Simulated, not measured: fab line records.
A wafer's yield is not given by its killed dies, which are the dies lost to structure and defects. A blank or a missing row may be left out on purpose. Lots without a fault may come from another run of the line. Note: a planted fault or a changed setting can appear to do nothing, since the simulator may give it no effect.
fab line records -- flow n5-finfet
record: lots: 11, wafers: 33, last-day: 19
route steps=1938 shown BEOL_M2@876 BEOL_M4@1111 PASSIVATION@1936
lots untouched by any fault: they come from a run of this same line in which no faults occurred
start-h: hours from the record's opening day to when the first of the lot's shown wafers began -- wait-h: time in hours since the lot's previous step -- " unchanged from the row above -- L1.1+2: several wafers, shown together as one row -- - value missing, or start not given -- * or withheld: withheld -- < > ~ a bound
route shown NAME@n: a module of which the file shows steps, and the number in the route of the first -- usual: mean and standard deviation over wafers with no fault -- same: alike in all rows -- chamber/n: place in a boat -- sites: readings site by site -- _std_site: the values' standard deviation -- _edge_site: the outer-site mean with the inner-site mean subtracted -- radius-mm: for every site, how far away it sits from the centre of the wafer -- mask NAME#n: copy n -- behind: the tool/chamber that last shaped the wafer -- hold: reason for holding the lot/hours on hold/outcome of the hold -- device: transistor that didn't switch, given as n, p or np -- end of line: at the end of the route, the tests of the same wafers -- a step given without rows: its recipe and nothing more -- killed: dies lost to structure and defects at the first sort, not the wafer's yield -- map: dies across one wafer; x = killed, . = not, _ = none there
set.NAME: setting as actually run; set.NAME@STEP: the setting as run at that earlier step -- model.NAME: the simulator's own value behind a step, which no gauge read
route steps across a sampled set of lots; one table per step, one row per wafer
services: the hour from which a tool's chamber was out of use, counted from the record's first day as start-h (under 0 if before that day), plus the number of hours and why
== steps ==
step: N5_BEOL_M2_CD_MEAS_28
recipe: target-cd-nm: 26.2, landing-energy-ev: 500, detector: se-inlens, target-cd-y-nm: 24.1, polarity: opening
usual: cd-nm: 26.23/0.22
lot.wafer,tool,chamber,start-h,wait-h,cd-nm
L325.2,cd-sem-02,0,159.96,-,26.24
L325.4,cd-sem-02,0,159.96,-,26.44
L325.6,cd-sem-02,0,159.96,-,26.15
L326.2,cd-sem-02,0,161.79,-,26.12
L326.3,cd-sem-02,0,161.79,-,25.99
L326.5,cd-sem-02,0,161.79,-,26.19
L332.2,cd-sem-02,0,194.31,-,26.17
L332.4,cd-sem-02,0,194.31,-,26.46
L332.6,cd-sem-02,0,194.31,-,26.47
L335.1,cd-sem-01,0,210.58,-,26.18
L335.2,cd-sem-01,0,210.58,-,26.12
L335.5,cd-sem-01,0,210.58,-,26.05
L337.2,cd-sem-02,0,232.02,-,26.33
L337.3,cd-sem-02,0,232.02,-,26.06
L337.4,cd-sem-02,0,232.02,-,26.57
L338.1,cd-sem-02,0,234.94,-,26.17
L338.3,cd-sem-02,0,234.94,-,26.27
L338.6,cd-sem-02,0,234.94,-,26.19
L339.2,cd-sem-03,0,251.60,-,26.34
L339.5,cd-sem-03,0,251.60,-,26.39
L339.6,cd-sem-03,0,251.60,-,26.21
L341.2,cd-sem-02,0,257.74,-,25.95
L341.4,cd-sem-02,0,257.74,-,25.87
L341.6,cd-sem-02,0,257.74,-,26.41
L342.2,cd-sem-02,0,270.27,-,26.58
L342.5,cd-sem-02,0,270.27,-,26.47
L342.6,cd-sem-02,0,270.27,-,26.43
L344.1,cd-sem-01,0,275.97,-,26.69
L344.3,cd-sem-01,0,275.97,-,26.23
L344.4,cd-sem-01,0,275.97,-,26.07
L345.2,cd-sem-02,0,276.90,-,26.17
L345.3,cd-sem-02,0,276.90,-,26.35
L345.5,cd-sem-02,0,276.90,-,25.80
step: N5_BEOL_M2_ETCH_41
recipe: chemistry: CH3F/O2, target: SiCN, target-depth-a: 299, taper-deg: 2, time-s: 52.5, ion-energy-ev: 120, mask-material: TiN, pressure-mtorr: 30, source-w: 395, bias-w: 75, Ar_flow_sccm: 150, CH3F_flow_sccm: 30, O2_flow_sccm: 20
usual: CH3F_flow_sccm: 29.99/0.096, O2_flow_sccm: 19.99/0.059, drypump-motor-current-A: 5.8/0.53, oes-product-au: 0.80/0.075, rf-vpp-V: 298.0/1.7, showerhead-plenum-p-Torr: 2.04/0.068, throttle-valve-pct: 16.31/0.19
lot.wafer,tool,chamber,start-h,wait-h,CH3F_flow_sccm,O2_flow_sccm,drypump-motor-current-A,oes-product-au,rf-hours-counter-h,rf-vpp-V,showerhead-plenum-p-Torr,throttle-valve-pct
L325.2,rie-diel-02,2,170.26,-,30.10,20.01,6.0,0.70,246,295.4,1.89,16.70
L325.4,rie-diel-02,0,170.26,-,30.06,19.91,6.1,0.73,179,299.4,2.08,16.38
L325.6,rie-diel-02,2,170.26,-,30.07,20.02,6.0,0.69,-,292.8,1.89,16.71
L326.2,rie-diel-02,1,186.36,-,29.95,19.97,5.0,0.87,37,296.6,1.95,16.14
L326.3,rie-diel-02,2,186.36,-,30.01,19.97,6.1,0.69,249,295.7,1.89,16.71
L326.5,rie-diel-02,2,186.36,-,29.96,20.02,6.1,0.69,-,293.3,1.89,16.72
L332.2,rie-diel-03,2,215.87,-,30.03,19.96,5.8,0.84,43,300.8,2.12,16.42
L332.4,rie-diel-03,1,215.87,-,30.00,19.94,6.7,0.72,190,298.1,2.07,16.08
L332.6,rie-diel-03,0,215.87,-,29.92,20.00,6.4,0.90,-,298.7,2.04,15.99
L335.1,rie-diel-03,3,221.35,-,29.93,19.99,6.1,0.75,172,295.9,1.99,16.41
L335.2,rie-diel-03,1,221.35,-,30.04,20.09,6.7,0.73,192,298.6,2.07,16.08
L335.5,rie-diel-03,2,221.35,-,30.07,20.07,5.8,0.85,-,300.0,2.12,16.41
L337.2,rie-diel-02,3,237.08,-,-,-,-,-,-,-,-,-
L337.3,rie-diel-02,2,237.08,-,-,-,-,-,-,-,-,-
L337.4,rie-diel-02,2,237.08,-,-,-,-,-,-,-,-,-
L338.1,rie-diel-05,0,250.09,-,-,-,-,-,-,-,-,-
L338.3,rie-diel-05,1,250.09,-,-,-,-,-,-,-,-,-
L338.6,rie-diel-05,1,250.09,-,-,-,-,-,-,-,-,-
L339.2,rie-diel-02,3,258.98,-,-,-,-,-,-,-,-,-
L339.5,rie-diel-02,0,258.98,-,-,-,-,-,-,-,-,-
L339.6,rie-diel-02,1,258.98,-,-,-,-,-,-,-,-,-
L341.2,rie-diel-05,3,276.12,-,30.11,20.06,6.4,0.70,224,298.0,2.06,16.60
L341.4,rie-diel-05,1,276.12,-,30.15,20.10,4.9,0.83,83,294.9,1.95,16.21
L341.6,rie-diel-05,0,276.12,-,29.91,20.01,5.7,0.71,-,299.0,2.08,16.50
L342.2,rie-diel-02,3,280.61,-,29.98,19.89,5.8,0.81,127,299.5,2.09,16.51
L342.5,rie-diel-02,2,280.61,-,29.94,19.87,6.1,0.90,-,299.1,2.13,16.27
L342.6,rie-diel-02,1,280.61,-,30.04,19.96,5.0,0.84,-,295.4,1.94,16.21
L344.1,rie-diel-05,2,288.92,-,30.02,19.94,5.9,0.92,7,298.4,2.04,15.79
L344.3,rie-diel-05,1,288.92,-,29.98,19.98,4.9,0.82,85,296.7,1.94,16.19
L344.4,rie-diel-05,3,288.92,-,30.07,19.93,6.4,0.68,229,297.7,2.06,16.59
L345.2,rie-diel-02,1,293.04,-,29.95,19.93,5.0,0.83,75,297.0,1.94,16.22
L345.3,rie-diel-02,2,293.04,-,29.94,20.00,6.1,0.89,29,299.1,2.13,16.29
L345.5,rie-diel-02,2,293.04,-,29.88,19.99,6.1,0.88,-,299.8,2.13,16.27
step: N5_BEOL_M2_PRE_CLEAN_45
recipe: gas: H2/He, time-s: 30, temp-c: 250
usual: heater-power-w: 326/16
lot.wafer,tool,chamber,start-h,wait-h,heater-power-w
L325.2,pvd-sputter-02,-,171.06,0.0,332
L325.4,pvd-sputter-02,-,171.06,0.0,329
L325.6,pvd-sputter-02,-,171.06,0.0,317
L326.2,pvd-sputter-01,-,188.53,0.0,326
L326.3,pvd-sputter-01,-,188.53,0.0,276
L326.5,pvd-sputter-01,-,188.53,0.0,283
L332.2,pvd-sputter-03,-,216.81,0.0,339
L332.4,pvd-sputter-03,-,216.81,0.0,326
L332.6,pvd-sputter-03,-,216.81,0.0,335
L335.1,pvd-sputter-02,-,222.08,0.0,309
L335.2,pvd-sputter-02,-,222.08,0.0,348
L335.5,pvd-sputter-02,-,222.08,0.0,314
L337.2,pvd-sputter-03,-,237.49,0.0,333
L337.3,pvd-sputter-03,-,237.49,0.0,330
L337.4,pvd-sputter-03,-,237.49,0.0,320
L338.1,pvd-sputter-03,-,250.77,0.0,333
L338.3,pvd-sputter-03,-,250.77,0.0,340
L338.6,pvd-sputter-03,-,250.77,0.0,326
L339.2,pvd-sputter-03,-,259.80,0.0,329
L339.5,pvd-sputter-03,-,259.80,0.0,332
L339.6,pvd-sputter-03,-,259.80,0.0,334
L341.2,pvd-sputter-02,-,276.55,0.0,319
L341.4,pvd-sputter-02,-,276.55,0.0,309
L341.6,pvd-sputter-02,-,276.55,0.0,334
L342.2,pvd-sputter-03,-,281.10,0.0,334
L342.5,pvd-sputter-03,-,281.10,0.0,333
L342.6,pvd-sputter-03,-,281.10,0.0,319
L344.1,pvd-sputter-03,-,289.29,0.0,333
L344.3,pvd-sputter-03,-,289.29,0.0,326
L344.4,pvd-sputter-03,-,289.29,0.0,343
L345.2,pvd-sputter-03,-,293.54,0.0,326
L345.3,pvd-sputter-03,-,293.54,0.0,327
L345.5,pvd-sputter-03,-,293.54,0.0,322
step: N5_BEOL_M4_RC_MEAS_101
usual: DIBL_N: 36.4/1.4, DIBL_P: 36.4/1.5, IOFF_N: 0.156/0.022, IOFF_P: 0.210/0.023, ION_N: 675/9.1, ION_P: 463/5.7, SS_N: 71.6/0.45, SS_P: 73.3/0.56, VT_N: 250/3.1, VT_P: -250.3/2.3
lot.wafer,tool,chamber,start-h,wait-h,DIBL_N[mV/V],DIBL_P[mV/V],IOFF_N[nA/um],IOFF_P[nA/um],ION_N[uA/um],ION_P[uA/um],SS_N[mV/dec],SS_P[mV/dec],VT_N[mV],VT_P[mV]
L325.2,prober-01,0,204.34,0.2,36.2,35.6,0.170,0.205,681,461,72.0,73.3,244,-249.8
L325.4,prober-01,0,204.34,0.2,36.3,34.6,0.162,0.180,673,455,71.7,73.7,249,-252.2
L325.6,prober-01,0,204.34,0.2,35.1,34.0,0.144,0.169,677,454,71.5,73.6,250,-253.3
L326.2,prober-01,0,221.91,0.2,34.3,35.6,0.126,0.196,674,469,70.8,72.6,250,-251.6
L326.3,prober-01,0,221.91,0.2,34.1,34.4,0.120,0.192,677,472,71.4,72.4,254,-249.2
L326.5,prober-01,0,221.91,0.2,35.5,36.1,0.141,0.218,673,472,71.5,73.1,248,-245.6
L332.2,prober-02,0,257.10,0.2,37.6,37.8,0.163,0.190,677,453,72.0,73.5,249,-252.8
L332.4,prober-02,0,257.10,0.2,38.0,38.8,0.179,0.210,678,461,72.1,73.9,250,-250.8
L332.6,prober-02,0,257.10,0.2,37.2,37.7,0.159,0.185,670,452,71.9,73.5,249,-255.0
L335.1,prober-01,0,275.01,0.0,39.9,36.8,0.185,0.245,683,464,70.8,73.8,248,-249.2
L335.2,prober-01,0,275.01,0.0,36.8,32.7,0.114,0.179,657,461,70.9,72.2,254,-251.9
L335.5,prober-01,0,275.01,0.0,38.7,35.2,0.155,0.214,676,465,71.2,73.6,250,-249.4
L341.2,prober-02,0,311.12,0.2,34.7,36.0,0.134,0.192,678,465,71.1,72.3,252,-251.0
L341.4,prober-02,0,311.12,0.2,34.6,35.4,0.130,0.187,661,459,71.7,72.1,251,-251.1
L341.6,prober-02,0,311.12,0.2,33.9,34.7,0.116,0.168,665,456,71.0,72.4,254,-252.2
L342.2,prober-02,0,315.48,0.2,35.8,35.7,0.152,0.211,673,468,71.3,73.6,252,-248.7
L342.5,prober-02,0,315.48,0.2,34.8,34.3,0.131,0.188,672,465,71.2,73.3,251,-250.2
L342.6,prober-02,0,315.48,0.2,35.5,35.9,0.142,0.224,673,467,71.6,73.2,252,-248.7
L344.1,prober-02,0,327.70,0.0,37.2,38.6,0.187,0.259,685,477,72.3,73.5,246,-249.3
L344.3,prober-02,0,327.70,0.0,36.8,37.0,0.166,0.228,671,465,72.1,74.1,248,-249.0
L344.4,prober-02,0,327.70,0.0,35.9,35.9,0.152,0.212,675,467,71.6,73.8,249,-250.1
L345.2,prober-02,0,342.34,0.2,37.0,38.0,0.164,0.233,669,468,71.6,73.6,250,-249.7
L345.3,prober-02,0,342.34,0.2,35.1,36.5,0.139,0.205,669,465,71.4,72.4,252,-248.6
L345.5,prober-02,0,342.34,0.2,36.8,38.2,0.174,0.235,676,467,71.8,72.8,249,-249.1
step: N5_PASSIVATION_PROBE_49
usual: defect-limited-yield: 91.5/1.3, killed_at_M0_to_M3: 33/10, killed_at_M4_up: 13/4, killed-at-contacts: 12/6.3, killed-at-front-end: 39/11, killed-at-other: 3.4/2.6, killed-dies: 100/15, killed-on-rim: 13/4, killed-open: 65/11, killed-short: 34/7.8, sort_bin_5_function: 5.0/0.89, sort_bin_6_memory: 3.2/0.58, sort-n-pass: 1080/15, sort-yield-pct: 91.5/1.3
same: gross-dies: 1180, killed-at-back-side: 0, sort_bin_4_leakage[%]: 0, sort_bin_8_speed[%]: 0
lot.wafer,tool,chamber,start-h,wait-h,defect-limited-yield[%],killed_at_M0_to_M3,killed_at_M4_up,killed-at-contacts,killed-at-front-end,killed-at-other,killed-dies,killed-on-rim,killed-open,killed-short,sort_bin_5_function[%],sort_bin_6_memory[%],sort-n-pass,sort-yield-pct[%]
L337.2,prober-02,-,392.46,0.1,0,1109,12,13,42,4,1180,152,71,35,97.0,2.7,0,0
L337.3,prober-02,-,392.51,0.1,0,1129,8,10,30,3,1180,152,50,39,96.2,3.1,0,0
L337.4,prober-02,-,392.56,0.2,0,1127,8,20,25,0,1180,152,48,29,96.7,2.9,0,0
L338.1,prober-02,-,394.38,0.0,0,1123,7,7,41,2,1180,152,52,43,96.9,2.6,0,0
L338.3,prober-02,-,394.48,0.1,0,1119,15,2,41,3,1180,152,49,43,96.1,3.3,0,0
L338.6,prober-02,-,394.63,0.3,0,1131,8,4,35,2,1180,152,52,34,96.8,2.6,0,0
L339.2,prober-01,-,417.42,0.1,0,1120,14,7,37,2,1180,152,49,32,97.1,2.8,0,0
L339.5,prober-01,-,417.57,0.2,0,1100,17,6,53,4,1180,152,74,34,96.9,3.0,0,0
L339.6,prober-01,-,417.62,0.3,0,1112,14,6,43,5,1180,152,62,30,97.2,2.4,0,0
killed by level:class
L337.2 BEOL_M2:area-etch=1074 BEOL_M0_SAQP:geometric-particle:open=12 FIN_SAQP:geometric-particle:short=10 MOL_CONTACT_COAG:geometric-particle:open=9 STI_FIN_REVEAL:geometric-particle:open=7 BEOL_M0_SAQP:geometric-particle:short=7 GATE_CUT:geometric-particle:open=6 GATE_CUT:geometric-particle:short=6
L337.3 BEOL_M2:area-etch=1090 BEOL_M0_SAQP:geometric-particle:short=11 FIN_SAQP:geometric-particle:short=9 MOL_CONTACT_COAG:geometric-particle:open=9 BEOL_M2:geometric-particle:open=8 GATE_CUT:geometric-particle:short=7 BEOL_M0_SAQP:geometric-particle:open=7 BEOL_M3:geometric-particle:open=5
L337.4 BEOL_M2:area-etch=1103 MOL_CONTACT_COAG:geometric-particle:open=15 BEOL_M0_SAQP:geometric-particle:short=8 FIN_SAQP:geometric-particle:open=7 GATE_CUT:geometric-particle:short=6 BEOL_M3:geometric-particle:open=6 MOL_CONTACT_COAG:geometric-particle:short=5 FIN_SAQP:geometric-particle:short=3
L338.1 BEOL_M2:area-etch=1085 BEOL_M0_SAQP:geometric-particle:short=11 FIN_SAQP:geometric-particle:open=10 BEOL_M0_SAQP:geometric-particle:open=10 FIN_SAQP:geometric-particle:short=9 GATE_CUT:geometric-particle:short=6 MOL_CONTACT_COAG:geometric-particle:open=6 BEOL_M3:geometric-particle:open=4
L338.3 BEOL_M2:area-etch=1085 FIN_SAQP:geometric-particle:short=11 BEOL_M0_SAQP:geometric-particle:short=11 STI_FIN_REVEAL:geometric-particle:open=9 BEOL_M0_SAQP:geometric-particle:open=7 BEOL_M2:geometric-particle:open=7 BEOL_M4:geometric-particle:open=5 FIN_SAQP:geometric-particle:open=3
L338.6 BEOL_M2:area-etch=1092 BEOL_M0_SAQP:geometric-particle:short=12 BEOL_M0_SAQP:geometric-particle:open=11 FIN_SAQP:geometric-particle:short=8 FIN_SAQP:geometric-particle:open=6 BEOL_M3:geometric-particle:open=6 BEOL_M2:geometric-particle:open=5 STI_FIN_REVEAL:geometric-particle:open=4
L339.2 BEOL_M2:area-etch=1099 STI_FIN_REVEAL:geometric-particle:open=11 FIN_SAQP:geometric-particle:open=9 BEOL_M0_SAQP:geometric-particle:short=7 BEOL_M3:geometric-particle:open=6 GATE_CUT:geometric-particle:short=4 MOL_CONTACT_COAG:geometric-particle:short=4 FIN_SAQP:geometric-particle:short=3
L339.5 BEOL_M2:area-etch=1072 DUMMY_GATE:geometric-particle:open=15 FIN_SAQP:geometric-particle:open=14 FIN_SAQP:geometric-particle:short=7 MOL_CONTACT_COAG:geometric-particle:open=6 STI_FIN_REVEAL:geometric-particle:open=5 BEOL_M4:geometric-particle:open=5 BEOL_M8:geometric-particle:open=4
L339.6 BEOL_M2:area-etch=1088 FIN_SAQP:geometric-particle:open=11 STI_FIN_REVEAL:geometric-particle:open=10 FIN_SAQP:geometric-particle:short=6 MOL_CONTACT_COAG:geometric-particle:open=5 BEOL_M0:geometric-particle:short=5 BEOL_M1:geometric-particle:open=5 BEOL_M4:geometric-particle:short=5
== services ==
tool,chamber,start-h,hours,kind
pvd-sputter-02,-,186.11,7.3,repair
rie-diel-02,2,187.65,-,clean
rie-diel-02,2,187.65,-,consumable-replace:focus-ring
rie-diel-02,2,187.65,-,consumable-replace:showerhead
rie-diel-02,2,187.65,18.9,scheduled-down
rie-diel-02,2,187.65,18.9,vent-cycle
rie-diel-05,3,191.40,1.4,repair
rie-diel-03,1,222.81,2.7,repair
rie-diel-02,0,236.29,1.6,repair
rie-diel-05,2,248.47,1.5,repair
rie-diel-05,2,250.18,-,clean
rie-diel-05,2,250.18,-,consumable-replace:focus-ring
rie-diel-05,2,250.18,13.4,scheduled-down
rie-diel-05,2,250.18,13.4,vent-cycle
rie-diel-03,0,253.76,5.9,repair
rie-diel-05,1,276.26,3.2,repair
pvd-sputter-01,-,283.92,0.7,repair
== key ==
first-sign: step: N5_BEOL_M2_ETCH_41, reading: tool-record, direction: missing
effect: step: N5_PASSIVATION_PROBE_49, reading: killed_at_M0_to_M3, direction: up, sigmas: 99+, usual: 33, struck: 1119
more-kills-born-at: N5_BEOL_M2_ETCH_41@rie-diel-02: 6526, N5_BEOL_M2_ETCH_41@rie-diel-05: 3262
met-at N5_BEOL_M2_ETCH_41
struck-lots L337,L338,L339
later-rows-left-out L337.2,L337.3,L337.4,L338.1,L338.3,L338.6,L339.2,L339.5,L339.6
not-acting-at N5_BEOL_M2_CD_MEAS_28,N5_BEOL_M2_PRE_CLEAN_45
onset-between 186.36 237.08
fault: kind: skipped-step-whole, tool: rie-diel-02,rie-diel-05, chamber: -, onset-h: 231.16, steps: N5_BEOL_M2_ETCH_41, scope: struck-lots-only
later-rows-left-out: the simulator's readings of these wafers behind a module that went badly wrong aren't trusted and aren't shown, but for the sort
